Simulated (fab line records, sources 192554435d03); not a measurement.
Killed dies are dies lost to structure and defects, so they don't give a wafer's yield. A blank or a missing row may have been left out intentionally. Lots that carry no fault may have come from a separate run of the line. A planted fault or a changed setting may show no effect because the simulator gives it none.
One fault seen from 3 desks / flow n5-finfet / each desk has only its own numbers; what lay behind them comes last

## THE DEFECT DESK
Lot by lot, what the route's inspections counted, given as the mean of those sampled wafers with a number. Any lot whose mean is over 4 standard deviations away from the usual mean is out of limits and marked OUT; that distance is given in the brackets.
Columns: A = raw-defect-count at N5_BEOL_M4_INSPECT_30, usual 442
lot=L581; first seen here=day 7 15:47; A=443
lot=L582; first seen here=day 7 15:59; A=442
lot=L585; first seen here=day 8 17:26; A=342
lot=L584; first seen here=day 8 18:00; A=297
lot=L589; first seen here=day 9 23:11; A=404
lot=L592; first seen here=day 10 04:46; A=462
lot=L595; first seen here=day 10 20:13; A=493
lot=L598; first seen here=day 11 19:50; A=525
lot=L600; first seen here=day 12 07:57; A=373
lot=L602; first seen here=day 12 12:45; A=641
lot=L604; first seen here=day 13 12:47; A=425
Result from this desk: across the 11 lots, nothing is out of limits.

## METROLOGY DESK
Lot by lot, what the gauges showed, no matter which tool ran the lot: averages of those sampled wafers that carry a number. Any lot whose mean is over 4 standard deviations away from the usual mean is out of limits and marked OUT; that distance is given in the brackets. Only the readings that lie furthest out on some lot appear, 7 of the 10 it has.
Columns: A = DIBL_N at N5_BEOL_M4_RC_MEAS_101, usual 36.0 mV/V; B = DIBL_P at N5_BEOL_M4_RC_MEAS_101, usual 35.9 mV/V; C = IOFF_N at N5_BEOL_M4_RC_MEAS_101, usual 0.16 nA/um; D = IOFF_P at N5_BEOL_M4_RC_MEAS_101, usual 0.21 nA/um; E = ION_P at N5_BEOL_M4_RC_MEAS_101, usual 463 uA/um; F = VT_N at N5_BEOL_M4_RC_MEAS_101, usual 250 mV; G = VT_P at N5_BEOL_M4_RC_MEAS_101, usual -251 mV
lot=L581; first seen here=day 7 20:41; A=33.9; B=33.0; C=0.12; D=0.18; E=461; F=253; G=-251
lot=L582; first seen here=day 8 00:44; A=36.3; B=36.1; C=0.16; D=0.20; E=458; F=251; G=-254
lot=L585; first seen here=day 9 00:44; A=33.1; B=32.1; C=0.11; D=0.15; E=459; F=258; G=-255
lot=L584; first seen here=day 9 02:25; A=34.9; B=35.2; C=0.14; D=0.17; E=449; F=250; G=-254
lot=L589; first seen here=day 10 03:46; A=37.3; B=37.0; C=0.17; D=0.20; E=459; F=250; G=-254
lot=L592; first seen here=day 10 14:30; A=36.4; B=34.5; C=0.14; D=0.23; E=465; F=251; G=-247
lot=L595; first seen here=day 11 07:28; A=36.9; B=36.2; C=0.16; D=0.24; E=470; F=249; G=-249
lot=L598; first seen here=day 12 02:56; A=37.0; B=37.8; C=0.18; D=0.23; E=466; F=246; G=-250
lot=L600; first seen here=day 12 17:16; A=39.0; B=40.1; C=0.20; D=0.26; E=473; F=247; G=-249
lot=L602; first seen here=day 13 02:10; A=34.2; B=33.8; C=0.14; D=0.22; E=464; F=252; G=-248
lot=L604; first seen here=day 13 18:21; A=35.8; B=37.2; C=0.18; D=0.26; E=477; F=245; G=-246
Result from this desk: across the 11 lots, nothing is out of limits.

## DESK OF THE TOOL OWNER: ald-metal-01
The tool's own readings at N5_BEOL_M4_ALD_84 (deposits TaN, pulse time 2 s, purge time 3 s, co reactant purge time 2 s): means of the sampled wafers that have a number, for each lot that ran on this tool. Any lot whose mean is over 4 standard deviations away from the usual mean is out of limits and marked OUT; that distance is given in the brackets.
Columns: A = heater-power-w at N5_BEOL_M4_ALD_84, usual 420 W; B = precursor-vessel-pressure-torr at N5_BEOL_M4_ALD_84, usual 26.26 Torr
lot=L585; first seen here=day 8 20:06; A=462; B=26.36
lot=L584; first seen here=day 8 22:39; A=464; B=26.25
lot=L589; first seen here=day 10 00:13; A=423; B=26.23
lot=L592; first seen here=day 10 11:09; A=430; B=26.26
lot=L595; first seen here=day 11 02:11; A=426; B=26.26
Result from this desk: across the 5 lots, nothing is out of limits.

## TAKEN TOGETHER
The defect desk saw nothing out of limits.
The metrology desk saw nothing out of limits.
Nothing out of limits was seen by the tool owner's desk.

## WHAT WAS PUT IN BY THE SIMULATOR
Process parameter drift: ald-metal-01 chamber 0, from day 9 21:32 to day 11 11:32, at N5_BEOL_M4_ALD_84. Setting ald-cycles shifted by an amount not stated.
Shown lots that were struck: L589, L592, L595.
